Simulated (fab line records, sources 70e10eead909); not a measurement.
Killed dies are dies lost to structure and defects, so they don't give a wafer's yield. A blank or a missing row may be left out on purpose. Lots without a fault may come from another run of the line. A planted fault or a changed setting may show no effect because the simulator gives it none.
Which tool did it? | flow nand_harc | 6 lots, 18 wafers sampled, at 4 steps of a route of 1302

WHAT THE GAUGES READ, wafer by wafer
NHARC_A_ONON_D2_THK_MEAS_14: measures by ellipsometry.
lot  | measured     | on            | thk_nm (nm)
L804 | day 14 00:53 | film_metro-02 | 1005 1005 1007
L809 | day 15 20:53 | film_metro-01 | 1002 1003 1003
L810 | day 16 14:37 | film_metro-01 | 1003 1002 1003
L815 | day 18 18:46 | film_metro-02 | 1539 994 1540
L820 | day 20 23:02 | film_metro-02 | 1025 1022 1025
L823 | day 22 12:07 | film_metro-01 | 1003 1001 1000

WHICH TOOL RAN EACH LOT (tool, then ch and the chambers of the sampled wafers, then the start)
lot  | NHARC_A_CHANNEL_FILL_D1_ETCHBACK_19 | NHARC_A_CHANNEL_FILL_D1_ETCHBACK_20 | NHARC_A_ONON_D2_DEP_12
L804 | rie_si-02 ch 1,2,3, day 11 13:32    | rie_diel-09 ch 1,3, day 11 13:39    | pecvd_onon-01 ch 0, day 14 00:29
L809 | rie_si-02 ch 0,2,3, day 13 09:20    | rie_diel-11 ch 0,2,3, day 13 09:28  | pecvd_onon-01 ch 0, day 15 20:22
L810 | rie_si-03 ch 1,2,3, day 13 22:43    | rie_diel-13 ch 0,2,3, day 13 22:53  | pecvd_onon-01 ch 0, day 16 14:10
L815 | rie_si-01 ch 0,2,3, day 16 02:24    | rie_diel-11 ch 0,1,2, day 16 02:33  | pecvd_onon-01 ch 0, day 18 18:22
L820 | rie_si-02 ch 1,2, day 18 11:21      | rie_diel-09 ch 0,1,3, day 18 11:31  | pecvd_onon-04 ch 0, day 20 22:40
L823 | rie_si-01 ch 0,1,2, day 19 13:19    | rie_diel-11 ch 2,3, day 19 13:26    | pecvd_onon-02 ch 0, day 22 11:36
- NHARC_A_CHANNEL_FILL_D1_ETCHBACK_19: etches the open film in HBr/Cl2, target depth 5 nm, time 1.7 s.
- NHARC_A_CHANNEL_FILL_D1_ETCHBACK_20: etches the open film in C4F8/O2/Ar, target depth 27 nm, time 13.5 s.
- NHARC_A_ONON_D2_DEP_12: target thk 1000 nm.

THE ANSWER, worked out from the rows above alone
Rule: what is usual is taken from the lots themselves. Put in order of their means at a reading, lots are off if they are a third of the lots or fewer, leave a main group of 4 or more, and stand apart from it by a gap of 3 or more times the standard deviation of the main group's means; of several such gaps the widest counts. A main group whose means are all the same, to the digits that the tables above print for the reading, isn't used. A lot without any number at a reading at which 4 lots or more have one is off too. The other lots that the step has rows for count as sound.
Off: L815, at NHARC_A_ONON_D2_THK_MEAS_14 (thk_nm). The main group: mean 1007 nm, standard deviation 8.5.
A tool fits if, at a process step before that reading, it ran every lot that is off, and no sound lot after the first of them. The gauges at NHARC_A_ONON_D2_THK_MEAS_14 are tried like those tools. One fits: pecvd_onon-01 at NHARC_A_ONON_D2_DEP_12. Its last sound lot is L810 (day 16 14:10), its first lot that is off L815 (day 18 18:22): a fault that began between those two fits.

WHAT THE SIMULATOR HAD PUT IN
Process parameter drift: pecvd_onon-01, from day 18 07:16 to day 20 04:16, at NHARC_A_ONON_D2_DEP_12. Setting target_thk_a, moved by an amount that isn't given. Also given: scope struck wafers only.
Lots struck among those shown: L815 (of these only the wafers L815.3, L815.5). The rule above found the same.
